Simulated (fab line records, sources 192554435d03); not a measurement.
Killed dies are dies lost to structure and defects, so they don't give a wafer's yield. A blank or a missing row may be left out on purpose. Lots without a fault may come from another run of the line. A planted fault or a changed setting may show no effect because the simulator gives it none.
Chamber matching | flow n5_finfet | N5_DUMMY_REMOVAL_HM_STRIP_01 on rie_diel-03: 4 sister chambers
The step strips SiNx in CH3F/O2, stops on poly-Si, target depth 4 nm, time 6.8 s. 18 wafers are shown with their chamber, then 9 later ones without.

WAFERS WITH THEIR CHAMBER
wafer  | chamber | drypump_motor_current_A (A) | throttle_valve_pct (%) | showerhead_plenum_p_Torr (Torr)
L078.1 | 2       | 5.3                         | 16.51                  | 1.90
L078.4 | 3       | 5.5                         | 16.48                  | 1.88
L078.6 | 0       | 4.7                         | 16.07                  | 1.97
L085.2 | 0       | 4.8                         | 16.09                  | 1.97
L085.3 | 1       | 6.1                         | 16.44                  | 2.07
L085.4 | 2       | 5.3                         | 16.54                  | 1.89
L088.1 | 0       | 4.7                         | 16.11                  | 1.97
L088.2 | 3       | 5.5                         | 16.05                  | 2.13
L088.4 | 1       | 6.0                         | 16.46                  | 2.07
L090.2 | 3       | 5.5                         | 16.02                  | 2.13
L090.3 | 1       | 6.0                         | 16.47                  | 2.06
L090.6 | 0       | 4.7                         | 16.14                  | 1.96
L092.1 | 3       | 5.5                         | 16.03                  | 2.12
L092.2 | 1       | 6.0                         | 16.46                  | 2.06
L092.3 | 0       | 4.8                         | 16.14                  | 1.96
L092.4 | 2       | 5.3                         | 16.56                  | 1.89
L092.5 | 3       | 5.5                         | 16.05                  | 2.13
L092.6 | 2       | 5.3                         | 16.55                  | 1.89

SIGNATURES (means of the wafers above)
reading                  | chamber 0 | chamber 1 | chamber 2 | chamber 3 | scatter within a chamber
drypump_motor_current_A  | 4.740     | 6.025     | 5.300     | 5.500     | 0.0373
throttle_valve_pct       | 16.1100   | 16.4575   | 16.5400   | 16.1260   | 0.108
showerhead_plenum_p_Torr | 1.9660    | 2.0650    | 1.8925    | 2.0780    | 0.0594
Rule: a wafer's distance from a chamber is the root of the sum, over the readings, of the square of ((its reading less the chamber's mean) divided by the reading's scatter). The wafer belongs to the nearest chamber; if the next one is less than 2 further off, it can't be placed. The scatter: the root of (the sum of the squares of (reading less its chamber's mean) over the shown wafers, divided by (wafers less chambers)).

WAFERS WITHOUT THEIR CHAMBER
wafer  | drypump_motor_current_A (A) | throttle_valve_pct (%) | showerhead_plenum_p_Torr (Torr)
L094.1 | 5.3                         | 16.59                  | 1.88
L094.2 | 4.7                         | 16.13                  | 1.96
L094.3 | 6.1                         | 16.47                  | 2.06
L094.4 | 5.5                         | 16.06                  | 2.12
L094.5 | 4.7                         | 16.12                  | 1.96
L094.6 | 5.5                         | 16.05                  | 2.12
L097.1 | 6.0                         | 16.49                  | 2.06
L097.2 | 5.5                         | 16.05                  | 2.12
L097.5 | 6.0                         | 16.48                  | 2.06

WHICH CHAMBER EACH WENT THROUGH
wafer  | from the rows above | in truth
L094.1 | 2                   | 2
L094.2 | 0                   | 0
L094.3 | 1                   | 1
L094.4 | 3                   | 3
L094.5 | 0                   | 0
L094.6 | 3                   | 3
L097.1 | 1                   | 1
L097.2 | 3                   | 3
L097.5 | 1                   | 1
Placed correctly: 9 of 9. Can't be placed from these rows: 0. Placed wrongly: 0.
